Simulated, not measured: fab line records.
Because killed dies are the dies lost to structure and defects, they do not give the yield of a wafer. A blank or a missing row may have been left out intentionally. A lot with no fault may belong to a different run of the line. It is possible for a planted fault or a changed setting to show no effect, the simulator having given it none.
fab line records | flow nand_harc
record: lots: 11 | wafers: 33 | last_day: 33
route steps=1302 shown A_SLIT@938 A_WL_FILL@965 END@1302
lots that met no fault: from a run of the same line without faults
start_h: hours from the record's first day to the start of the lot's first wafer shown | wait_h: how many hours have passed since the lot's step before this one | " the same as in the row above | L1.1+2: several wafers, shown together as one row | - no value, or no start given | * or withheld: withheld | < > ~ a bound
route shown NAME@n: NAME is a module with steps in the file, n the number in the route of the first one | usual: mean/standard deviation of fault-free wafers | same: alike in all rows | chamber/n: place in a boat | sites: each site's reading | _std_site: the values' standard deviation | _edge_site: the outer-site mean with the inner-site mean subtracted | radius_mm: for every site, how far away it sits from the centre of the wafer | mask NAME#n: copy n | behind: the last tool/chamber to shape the wafer | hold: why the lot went on hold/how many hours it stayed there/how the hold came to an end | device: whichever transistor did not switch (one of n, p or np) | end of line: the route-end tests of the same wafers | for a step that has no rows: nothing shown but its recipe | killed: count of dies lost to structure and defects at first sort (not the wafer's yield) | map: a wafer's dies, x killed, . not, _ none there
set.NAME: the setting the step ran with; set.NAME@STEP: the setting that earlier step ran with | model.NAME: the simulator's own value behind a step, which no gauge read
steps of the route over a sample of lots; a table a step, a row a wafer
services: when a tool's chamber went out of use (start_h, in hours from the record's first day, below 0 if earlier), for how many hours, and the reason
== steps ==
step: NHARC_A_SLIT_ETCH_15
recipe: target_depth_a: 62000 | over_etch_frac: 0.3 | time_s: 1612 | ion_energy_ev: 150 | o2_flow_sccm: 400 | cos_flow_sccm: 20 | ar_flow_sccm: 0 | rf_w: 500 | bias_w: 300 | chemistry: O2/COS
usual: drypump_motor_current_A: 5.5/0.4 | oes_product_au: 1.001/0.012 | rf_fwd_power_W: 499.6/1.3 | rf_vpp_V: 314.1/2.4 | showerhead_plenum_p_Torr: 3.12/0.15 | throttle_valve_pct: 28.330/0.0092
lot.wafer | tool        | chamber | start_h | wait_h | drypump_motor_current_A | oes_product_au | rf_fwd_power_W | rf_hours_counter_h | rf_vpp_V | showerhead_plenum_p_Torr | throttle_valve_pct
L952.2    | rie_diel-02 | 1       | -       | -      | 5.5                     | 1.001          | 498.3          | 2                  | 312.6    | 2.99                     | 28.336
L952.5    | "           | 3       | "       | "      | 5.8                     | 1.005          | 503.3          | -                  | 311.6    | 2.94                     | 28.337
L952.6    | "           | 0       | "       | "      | 5.1                     | 0.995          | 499.9          | -                  | 312.1    | 2.93                     | 28.324
L956.3    | rie_diel-02 | 3       | -       | -      | 5.9                     | 1.003          | 501.0          | 6                  | 310.7    | 2.94                     | 28.344
L956.2    | "           | 0       | "       | "      | 5.1                     | 1.007          | 499.4          | 5                  | 311.1    | 2.93                     | 28.318
L956.4    | "           | 0       | "       | "      | 5.1                     | 0.999          | 500.6          | -                  | 311.5    | 2.93                     | 28.327
L957.3    | rie_diel-02 | 3       | -       | -      | 5.9                     | 1.009          | 502.5          | 7                  | 312.0    | 2.94                     | 28.326
L957.2    | "           | 0       | "       | "      | 5.1                     | 0.995          | 500.9          | 6                  | 311.3    | 2.93                     | 28.355
L957.4    | "           | 0       | "       | "      | 5.1                     | 1.006          | 500.6          | -                  | 310.6    | 2.93                     | 28.343
L958.3    | rie_diel-07 | 1       | -       | -      | 5.2                     | 1.000          | 498.7          | 3                  | 318.1    | 3.34                     | 28.332
L958.5    | "           | 2       | "       | "      | 4.9                     | 1.006          | 500.2          | -                  | 311.7    | 3.00                     | 28.320
L958.6    | "           | 3       | "       | "      | 5.7                     | 1.005          | 500.7          | -                  | 317.1    | 3.27                     | 28.336
L961.2    | rie_diel-02 | 0       | -       | -      | 5.2                     | 1.002          | 499.9          | 9                  | 310.8    | 2.93                     | 28.344
L961.3    | "           | 3       | "       | "      | 5.8                     | 1.005          | 500.2          | 10                 | 310.9    | 2.94                     | 28.317
L961.6    | "           | 3       | "       | "      | 5.9                     | 1.001          | 500.4          | -                  | 310.9    | 2.94                     | 28.330
L962.2    | rie_diel-03 | 1       | -       | -      | 5.8                     | 1.000          | 500.7          | 5                  | 317.6    | 3.32                     | 28.346
L962.4    | "           | 3       | "       | "      | 6.2                     | 1.012          | 499.2          | 5                  | 317.3    | 3.33                     | 28.342
L962.5    | "           | 1       | "       | "      | 5.8                     | 1.002          | 499.4          | -                  | 316.4    | 3.32                     | 28.340
L964.4    | rie_diel-03 | 0       | -       | -      | 5.7                     | 0.987          | 499.5          | 5                  | 312.4    | 3.00                     | 28.325
L964.2    | "           | 1       | "       | "      | 5.8                     | 0.986          | 498.4          | 6                  | 316.6    | 3.32                     | 28.320
L964.5    | "           | 3       | "       | "      | 6.1                     | 1.009          | 500.9          | -                  | 317.3    | 3.33                     | 28.334
L965.4    | rie_diel-07 | 3       | -       | -      | 5.7                     | 0.998          | 498.7          | 7                  | 315.9    | 3.27                     | 28.323
L965.1    | "           | 1       | "       | "      | 5.2                     | 0.999          | 501.0          | 4                  | 315.7    | 3.33                     | 28.322
L965.3    | "           | 2       | "       | "      | 4.8                     | 1.013          | 500.9          | 7                  | 311.2    | 3.00                     | 28.339
L969.2    | rie_diel-03 | 3       | -       | -      | 6.1                     | 1.011          | 500.0          | 9                  | 317.2    | 3.32                     | 28.329
L969.3    | "           | 0       | "       | "      | 5.7                     | 0.974          | 501.3          | 9                  | 313.0    | 3.00                     | 28.324
L969.6    | "           | 2       | "       | "      | 5.5                     | 1.011          | 499.2          | -                  | 314.0    | 3.11                     | 28.319
L971.5    | rie_diel-02 | 1       | -       | -      | 5.5                     | 0.992          | 499.5          | -                  | 311.8    | 2.99                     | 28.338
L971.6    | "           | 2       | "       | "      | 6.2                     | 1.006          | 499.0          | -                  | 314.0    | 3.19                     | 28.325
L971.4    | "           | 0       | "       | "      | 5.1                     | 1.023          | 499.7          | -                  | 312.9    | 2.93                     | 28.332
L974.4    | rie_diel-03 | 3       | -       | -      | 6.2                     | 1.019          | 499.3          | 3                  | 317.1    | 3.32                     | 28.335
L974.1    | "           | 1       | "       | "      | 5.8                     | 1.011          | 500.8          | 2                  | 317.7    | 3.32                     | 28.337
L974.6    | "           | 3       | "       | "      | 6.2                     | 1.012          | 502.4          | -                  | 317.1    | 3.32                     | 28.358
step: NHARC_A_SLIT_ETCH_29
recipe: target_depth_a: 1000 | overetch_a: 100 | time_s: 55 | ion_energy_ev: 100 | cf4_flow_sccm: 80 | o2_flow_sccm: 20 | ar_flow_sccm: 0 | rf_w: 300 | bias_w: 100 | chemistry: CF4/O2
usual: drypump_motor_current_A: 5.5/0.4 | oes_f_703_au: 1.000/0.0043 | oes_product_au: 1.002/0.012 | rf_fwd_power_W: 296.7/1.5 | rf_vpp_V: 197.5/1.4 | showerhead_plenum_p_Torr: 1.32/0.066 | throttle_valve_pct: 13.396/0.0095
lot.wafer | tool        | chamber | start_h | wait_h | drypump_motor_current_A | oes_f_703_au | oes_product_au | rf_fwd_power_W | rf_hours_counter_h | rf_vpp_V | showerhead_plenum_p_Torr | throttle_valve_pct
L952.2    | rie_diel-07 | 2       | 444.91  | 0.1    | 4.9                     | 1.002        | 0.993          | 296.6          | 11                 | 197.3    | 1.28                     | 13.380
L952.6    | "           | 0       | "       | "      | 5.0                     | 1.003        | 0.991          | 295.3          | -                  | 198.7    | 1.34                     | 13.409
L952.5    | "           | 1       | "       | "      | 5.3                     | 0.996        | 1.010          | 295.4          | -                  | 200.4    | 1.43                     | 13.383
L956.2    | rie_diel-02 | 1       | 492.62  | 0.1    | 5.5                     | 1.001        | 1.009          | 296.3          | 5                  | 196.0    | 1.28                     | 13.388
L956.3    | "           | 0       | "       | "      | 5.1                     | 0.999        | 0.996          | 297.1          | 5                  | 196.5    | 1.25                     | 13.398
L956.4    | "           | 1       | "       | "      | 5.5                     | 0.998        | 0.995          | 296.9          | -                  | 195.4    | 1.28                     | 13.403
L957.3    | rie_diel-02 | 0       | 516.64  | 0.1    | 5.1                     | 1.002        | 1.005          | 297.9          | 7                  | 195.9    | 1.25                     | 13.394
L957.2    | "           | 1       | "       | "      | 5.5                     | 0.999        | 1.003          | 296.5          | 7                  | 196.1    | 1.28                     | 13.387
L957.4    | "           | 0       | "       | "      | 5.1                     | 0.996        | 1.002          | 297.7          | -                  | 196.2    | 1.25                     | 13.409
L958.3    | rie_diel-03 | 1       | 520.41  | 0.1    | 5.8                     | 1.001        | 0.992          | 294.8          | 3                  | 200.6    | 1.42                     | 13.413
L958.5    | "           | 1       | "       | "      | 5.8                     | 0.995        | 0.997          | 295.9          | -                  | 199.6    | 1.42                     | 13.399
L958.6    | "           | 2       | "       | "      | 5.5                     | 0.999        | 1.008          | 295.6          | -                  | 196.7    | 1.33                     | 13.394
L961.2    | rie_diel-02 | 1       | 546.90  | 0.1    | 5.5                     | 1.002        | 0.992          | 295.6          | 10                 | 196.9    | 1.28                     | 13.398
L961.3    | "           | 3       | "       | "      | 5.8                     | 1.005        | 1.010          | 297.3          | 11                 | 197.0    | 1.25                     | 13.384
L961.6    | "           | 3       | "       | "      | 5.8                     | 0.989        | 1.015          | 297.5          | -                  | 195.3    | 1.25                     | 13.394
L962.2    | rie_diel-07 | 0       | 563.28  | 0.1    | 4.9                     | 0.998        | 0.994          | 293.6          | 3                  | 197.2    | 1.34                     | 13.409
L962.5    | "           | 3       | "       | "      | 5.7                     | 1.003        | 0.995          | 298.1          | -                  | 198.6    | 1.40                     | 13.397
L962.4    | "           | 0       | "       | "      | 4.9                     | 0.996        | 0.991          | 293.9          | -                  | 197.9    | 1.34                     | 13.409
L964.2    | rie_diel-02 | 3       | 565.84  | 0.1    | 5.8                     | 1.001        | 1.006          | 298.6          | 13                 | 195.1    | 1.25                     | 13.385
L964.4    | "           | 0       | "       | "      | 5.1                     | 1.003        | 1.003          | 299.3          | 12                 | 196.9    | 1.25                     | 13.403
L964.5    | "           | 3       | "       | "      | 5.9                     | 1.002        | 1.011          | 298.0          | -                  | 196.6    | 1.25                     | 13.399
L965.3    | rie_diel-02 | 2       | 588.17  | 0.1    | 6.2                     | 1.001        | 0.998          | 296.8          | 1                  | 198.1    | 1.36                     | 13.396
L965.1    | "           | 3       | "       | "      | 5.8                     | 0.999        | 1.016          | 297.9          | 0                  | 195.7    | 1.25                     | 13.393
L965.4    | "           | 0       | "       | "      | 5.1                     | 1.009        | 1.021          | 298.5          | 1                  | 195.1    | 1.25                     | 13.381
L969.3    | rie_diel-07 | 0       | 638.99  | 0.1    | 4.9                     | 1.005        | 0.984          | 292.8          | 7                  | 198.3    | 1.34                     | 13.383
L969.2    | "           | 2       | "       | "      | 4.9                     | 0.999        | 1.010          | 298.2          | 10                 | 195.8    | 1.28                     | 13.388
L969.6    | "           | 0       | "       | "      | 4.9                     | 1.005        | 0.988          | 293.7          | -                  | 197.9    | 1.34                     | 13.401
L971.4    | rie_diel-03 | 2       | 653.90  | 0.1    | 5.4                     | 0.998        | 1.013          | 294.1          | 1                  | 196.8    | 1.33                     | 13.399
L971.5    | "           | 3       | "       | "      | 6.1                     | 1.000        | 1.012          | 297.5          | -                  | 200.6    | 1.42                     | 13.401
L971.6    | "           | 0       | "       | "      | 5.7                     | 1.002        | 0.999          | 295.9          | -                  | 196.6    | 1.28                     | 13.413
L974.1    | rie_diel-02 | 1       | 685.28  | 0.1    | 5.5                     | 0.995        | 0.981          | 294.5          | 6                  | 196.3    | 1.27                     | 13.410
L974.4    | "           | 1       | "       | "      | 5.5                     | 1.006        | 0.992          | 296.0          | -                  | 196.6    | 1.27                     | 13.380
L974.6    | "           | 1       | "       | "      | 5.5                     | 0.996        | 0.987          | 295.1          | -                  | 196.5    | 1.27                     | 13.407
step: NHARC_A_WL_FILL_ALD_10
recipe: target_thk_a: 500 | pulse_time_s: 10 | ald_cycles: 500 | temp_c: 300 | material: SiO2
usual: heater_power_w: 454/56 | precursor_pulse_height_rel: 0.998/0.019 | susceptor_temp_C: 300.00/0.2
same: pulse_time_s: 10
lot.wafer | tool      | chamber | start_h | wait_h | heater_power_w | precursor_pulse_height_rel | susceptor_temp_C
L952.2    | ald_hk-03 | 2       | 460.03  | 0.6    | 509            | 0.989                      | 299.77
L952.6    | "         | 1       | 461.58  | 2.1    | 538            | 0.992                      | 299.74
L952.5    | "         | 2       | "       | "      | 508            | 1.005                      | 300.00
L956.3    | ald_hk-04 | 3       | 506.93  | 0.1    | 450            | 0.988                      | 299.96
L956.2    | "         | 1       | 507.97  | 1.1    | 440            | 0.985                      | 300.00
L956.4    | "         | 2       | "       | "      | 388            | 1.007                      | 300.01
L957.2    | ald_hk-03 | 0       | 532.14  | 1.1    | 421            | 1.024                      | 300.05
L957.3    | "         | 1       | 533.17  | 2.1    | 543            | 0.971                      | 300.05
L957.4    | "         | 2       | 534.20  | 3.1    | 488            | 1.000                      | 300.23
L958.3    | ald_hk-04 | 2       | 536.70  | 1.6    | 385            | 0.989                      | -
L958.6    | "         | 3       | "       | "      | 455            | 1.028                      | -
L958.5    | "         | 0       | "       | "      | 575            | 0.978                      | -
L961.2    | ald_hk-02 | 1       | 562.82  | 0.1    | 388            | 1.001                      | 299.91
L961.3    | "         | 3       | 563.86  | 1.1    | 407            | 1.009                      | 299.72
L961.6    | "         | 2       | 565.43  | 2.7    | 458            | 0.993                      | 300.18
L962.2    | ald_hk-04 | 3       | 580.38  | 2.8    | 458            | 1.031                      | 300.54
L962.4    | "         | 0       | "       | "      | 575            | 1.006                      | 300.45
L962.5    | "         | 3       | 582.46  | 4.8    | 446            | 1.009                      | 300.21
L964.4    | ald_hk-04 | 0       | 583.50  | 5.9    | 579            | 0.991                      | 299.96
L964.2    | "         | 2       | 584.51  | 6.9    | 395            | 1.007                      | 300.26
L964.5    | "         | 1       | 586.04  | 8.4    | 431            | 0.981                      | 300.12
L965.3    | ald_hk-04 | 1       | 599.91  | 0.1    | 434            | 0.995                      | 300.07
L965.1    | "         | 2       | "       | "      | 391            | 0.957                      | 299.92
L965.4    | "         | 0       | 601.46  | 1.6    | 575            | 0.997                      | 299.97
L969.3    | ald_hk-04 | 3       | 658.61  | 3.5    | 451            | 1.025                      | 299.62
L969.2    | "         | 0       | "       | "      | 555            | 0.994                      | 299.78
L969.6    | "         | 3       | 660.68  | 5.5    | 449            | 1.010                      | 299.88
L971.4    | ald_hk-03 | 3       | 673.19  | 0.6    | 417            | 0.987                      | 300.04
L971.5    | "         | 2       | 674.73  | 2.1    | 503            | 1.014                      | 299.98
L971.6    | "         | 3       | "       | "      | 424            | 1.032                      | 300.12
L974.4    | ald_hk-03 | 1       | 704.11  | 2.1    | 523            | 1.015                      | 300.38
L974.1    | "         | 3       | 705.14  | 3.1    | 431            | 1.017                      | 299.94
L974.6    | "         | 1       | 706.16  | 4.1    | 518            | 0.997                      | 300.22
step: NHARC_A_WL_FILL_ETCHBACK_16
recipe: target_depth_a: 1200 | time_s: 24 | c4f8_flow_sccm: withheld | o2_flow_sccm: 8 | ar_flow_sccm: withheld | rf_w: 600 | bias_w: 800 | chemistry: C4F8/O2/Ar
usual: oes_product_au: 0.97/0.035 | rf_fwd_power_W: 589.6/3 | rf_vpp_V: 723/3.7 | run_length_s: 45.4/0.41
lot.wafer | tool        | chamber | start_h | wait_h | oes_product_au | rf_fwd_power_W | rf_hours_counter_h | rf_vpp_V | run_length_s
L952.2    | rie_diel-10 | 0       | 464.18  | -      | 1.00           | 591.6          | 0.9                | 727      | 45.8
L952.5    | "           | 2       | "       | "      | 1.00           | 589.5          | -                  | 723      | 45.4
L952.6    | "           | 3       | "       | "      | 1.01           | 588.2          | -                  | 722      | 45.9
L956.3    | rie_diel-04 | 2       | 511.61  | -      | 0.92           | 590.8          | 4.6                | 723      | 45.7
L956.2    | "           | 3       | "       | "      | 0.93           | 595.5          | 4.2                | 731      | 45.2
L956.4    | "           | 0       | "       | "      | 0.91           | 587.2          | 4.0                | 719      | 45.6
L957.2    | rie_diel-13 | 0       | 538.82  | -      | 1.01           | 584.5          | 1.3                | 722      | 44.7
L957.3    | "           | 1       | "       | "      | 1.00           | 592.0          | 1.5                | 719      | 45.4
L957.4    | "           | 3       | "       | "      | 1.00           | 591.3          | 1.2                | 725      | 44.9
L958.3    | rie_diel-10 | 3       | 539.81  | -      | 1.00           | 587.2          | 2.5                | 723      | 45.8
L958.5    | "           | 0       | "       | "      | 0.99           | 595.5          | -                  | 726      | 45.7
L958.6    | "           | 1       | "       | "      | 0.99           | 587.5          | -                  | 719      | 45.0
L961.3    | rie_diel-13 | 0       | 567.51  | -      | 1.00           | 591.1          | 2.7                | 721      | 45.4
L961.2    | "           | 1       | "       | "      | 0.99           | 592.3          | 3.1                | 720      | 45.6
L961.6    | "           | 0       | "       | "      | 0.99           | 588.4          | -                  | 722      | 44.9
L962.4    | rie_diel-10 | 0       | 585.07  | -      | 0.93           | 595.4          | 3.4                | 725      | 46.5
L962.2    | "           | 1       | "       | "      | 0.91           | 587.7          | 3.2                | 717      | 44.9
L962.5    | "           | 0       | "       | "      | 0.91           | 594.6          | -                  | 726      | 45.8
L964.2    | rie_diel-13 | 1       | 588.10  | -      | 1.00           | 591.7          | 4.7                | 718      | 45.3
L964.4    | "           | 2       | "       | "      | 0.90           | 587.0          | 2.7                | 729      | 46.3
L964.5    | "           | 2       | "       | "      | 0.91           | 588.0          | -                  | 730      | 45.5
L965.3    | rie_diel-04 | 3       | 604.57  | -      | 1.02           | 594.6          | 1.3                | 728      | 45.0
L965.1    | "           | 1       | "       | "      | 0.98           | 587.5          | 1.7                | 728      | 44.8
L965.4    | "           | 2       | "       | "      | 1.00           | 593.1          | 1.6                | 724      | 45.3
L969.2    | rie_diel-13 | 3       | 663.27  | -      | 0.99           | 590.6          | 10.0               | 726      | 45.1
L969.3    | "           | 0       | "       | "      | 1.01           | 588.0          | 10.0               | 722      | 44.8
L969.6    | "           | 2       | "       | "      | 0.97           | -              | -                  | 727      | 35.2
L971.6    | rie_diel-13 | 0       | 677.34  | -      | 0.93           | 589.8          | -                  | 720      | 44.7
L971.5    | "           | 2       | "       | "      | 0.92           | -              | -                  | 729      | 35.0
L971.4    | "           | 3       | "       | "      | 0.91           | 591.9          | -                  | 723      | 44.8
L974.1    | rie_diel-10 | 0       | 708.23  | -      | 0.97           | 595.1          | 2.7                | 725      | 45.7
L974.4    | "           | 3       | "       | "      | 0.98           | 588.7          | 2.9                | 721      | 45.9
L974.6    | "           | 1       | "       | "      | 0.96           | 588.7          | -                  | 718      | 45.2
step: NHARC_END_SORT_01
recipe: temp_c: 25
usual: killed_at_array: 59/20 | killed_at_other: 0.8/1.2 | killed_at_periphery: 3.5/2.2 | killed_dies: 63/20 | killed_open: 3.3/1.8 | killed_short: 2.6/1.7
same: gross_dies: 677
lot.wafer | tool      | chamber | start_h | wait_h | killed_at_array | killed_at_other | killed_at_periphery | killed_dies | killed_open | killed_short
L956.2    | prober-02 | 0       | 596.53  | 2.8    | 39              | 5               | 4                   | 48          | 5           | 4
L956.3    | prober-02 | 0       | 597.32  | 3.1    | 37              | 2               | 4                   | 43          | 2           | 2
L956.4    | prober-02 | 0       | 598.12  | 3.4    | 38              | 3               | 2                   | 43          | 2           | 4
L961.2    | prober-02 | 0       | 651.30  | 2.8    | 96              | 1               | 1                   | 98          | 3           | 1
L961.3    | prober-02 | 0       | 652.09  | 3.1    | 81              | 3               | 3                   | 87          | 3           | 2
L961.6    | prober-02 | 0       | 654.47  | 4.0    | 99              | 3               | 3                   | 105         | 2           | 3
L969.2    | prober-02 | 0       | 748.00  | 2.8    | 36              | 0               | 5                   | 41          | 4           | 4
L969.3    | prober-02 | 0       | 748.80  | 3.1    | 41              | 0               | 1                   | 42          | 1           | 0
L969.6    | prober-02 | 0       | 751.19  | 4.0    | 36              | 0               | 5                   | 41          | 3           | 0
killed by level:class
L956.2 A_CHANNEL_HOLE_D2:chamber_film_flake=24 THIN_TSV:chamber_film_flake=5 A_CONTACT:chamber_film_flake=4 P_CONTACT:geometric_particle:open=2 P_ZERO_WELL:chamber_film_flake=2 A_STAIRCASE:chamber_film_flake=2 A_ONON_D1:geometric_particle:short=1 A_CHANNEL_HOLE_D1:geometric_particle:short=1
L956.3 A_CHANNEL_HOLE_D2:chamber_film_flake=20 A_CONTACT:chamber_film_flake=5 A_STAIRCASE:chamber_film_flake=4 A_CHANNEL_HOLE_D1:chamber_film_flake=3 P_GATE:chamber_film_flake=2 A_SLIT:chamber_film_flake=2 THIN_TSV:chamber_film_flake=2 P_CONTACT:geometric_particle:open=1
L956.4 A_CHANNEL_HOLE_D2:chamber_film_flake=25 A_CONTACT:chamber_film_flake=4 THIN_TSV:chamber_film_flake=3 A_CHANNEL_FILL_D2:geometric_particle:short=2 A_CHANNEL_HOLE_D1:chamber_film_flake=2 P_GATE:geometric_particle:open=1 A_CHANNEL_FILL_D1:geometric_particle:short=1 A_CHANNEL_HOLE_D2:geometric_particle:short=1
L961.2 A_CHANNEL_HOLE_D1:chamber_film_flake=40 A_SLIT:chamber_film_flake=34 A_CHANNEL_HOLE_D2:chamber_film_flake=12 A_DECK1_JOINT:chamber_film_flake=3 A_ZERO_WELL:chamber_film_flake=2 P_M0:geometric_particle:open=1 A_WL_FILL:geometric_particle:open=1 A_M0:geometric_particle:open=1
L961.3 A_SLIT:chamber_film_flake=32 A_CHANNEL_HOLE_D1:chamber_film_flake=26 A_CHANNEL_HOLE_D2:chamber_film_flake=15 A_DECK1_JOINT:chamber_film_flake=2 THIN_TSV:chamber_film_flake=2 P_GATE:geometric_particle:open=1 P_CONTACT:geometric_particle:open=1 A_ONON_D1:geometric_particle:short=1
L961.6 A_CHANNEL_HOLE_D1:chamber_film_flake=41 A_SLIT:chamber_film_flake=32 A_CHANNEL_HOLE_D2:chamber_film_flake=13 A_STAIRCASE:chamber_film_flake=3 A_BONDPAD:chamber_film_flake=3 THIN_TSV:chamber_film_flake=3 A_DECK1_JOINT:chamber_film_flake=2 P_GATE:geometric_particle:short=1
L969.2 A_CHANNEL_HOLE_D1:chamber_film_flake=10 A_CONTACT:chamber_film_flake=10 A_SLIT:chamber_film_flake=4 A_CHANNEL_FILL_D2:geometric_particle:open=2 P_BONDPAD:chamber_film_flake=2 A_M1:chamber_film_flake=2 P_M0:geometric_particle:short=1 P_M1:geometric_particle:open=1
L969.3 A_CONTACT:chamber_film_flake=13 A_CHANNEL_HOLE_D1:chamber_film_flake=12 A_SLIT:chamber_film_flake=8 A_STAIRCASE:chamber_film_flake=4 A_WL_FILL:chamber_film_flake=2 A_M1:chamber_film_flake=1 A_BLC:geometric_particle:open=1 P_M2:chamber_film_flake=1
L969.6 A_CHANNEL_HOLE_D1:chamber_film_flake=11 A_CONTACT:chamber_film_flake=9 A_SLIT:chamber_film_flake=6 A_M1:chamber_film_flake=4 P_BONDPAD:chamber_film_flake=3 A_STAIRCASE:chamber_film_flake=2 P_GATE:geometric_particle:open=1 A_CONTACT:geometric_particle:open=1
== services ==
tool        | chamber | start_h | hours | kind
ald_hk-04   | -       | 435.55  | 10.0  | pm
rie_diel-03 | 1       | 444.40  | 4.3   | repair
rie_diel-13 | 2       | 454.24  | 13.4  | repair
rie_diel-02 | 2       | 457.52  | 94.6  | repair
rie_diel-03 | -       | 458.30  | 9.0   | pm
rie_diel-07 | -       | 471.20  | 9.0   | pm
rie_diel-03 | 1       | 471.62  | 3.7   | repair
rie_diel-07 | 0       | 499.75  | 8.5   | repair
rie_diel-13 | -       | 519.00  | 9.0   | pm
rie_diel-07 | -       | 545.97  | 0.3   | repair
rie_diel-07 | 1       | 557.24  | 23.1  | repair
rie_diel-13 | 2       | 566.82  | 20.7  | repair
rie_diel-02 | -       | 570.70  | 9.0   | pm
rie_diel-02 | 3       | 582.97  | 1.3   | repair
rie_diel-03 | 2       | 584.97  | 7.5   | repair
rie_diel-02 | 3       | 589.69  | 132.0 | repair
rie_diel-13 | -       | 593.27  | 1.7   | repair
rie_diel-02 | 1       | 607.53  | 4.4   | repair
ald_hk-04   | -       | 615.25  | 10.0  | pm
rie_diel-03 | -       | 635.30  | 9.0   | pm
rie_diel-02 | 2       | 659.97  | 72.0  | repair
rie_diel-03 | 1       | 664.96  | 4.9   | repair
rie_diel-03 | 3       | 688.27  | 2.8   | repair
rie_diel-03 | 3       | 704.20  | 15.2  | repair
== key ==
first_sign: step: NHARC_A_WL_FILL_ETCHBACK_16 | reading: run_length_s | direction: down | sigmas: 25 | usual: * | struck: *
effect none on later readings
met_at NHARC_A_WL_FILL_ETCHBACK_16
struck_lots L969,L971
struck_wafers L969.6,L971.5
tester_left_out L969,L971
not_acting_at NHARC_A_SLIT_ETCH_15,NHARC_A_SLIT_ETCH_29,NHARC_A_WL_FILL_ALD_10
onset_between 588.10 663.27
fault: kind: process_parameter_drift | tool: rie_diel-13 | chamber: 2 | onset_h: 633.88 | steps: NHARC_A_WL_FILL_ETCHBACK_16 | channel: time_s | offset: * | shape: step | end_h: 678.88 | acts_in: * | stated: *
tester_left_out: of these lots the tester's yield and bins aren't shown, on N5 and GAA mostly nor the transistor test; their killed dies are dies lost to structure and defects alone, not to doping, threshold or leakage, so they don't give the yield
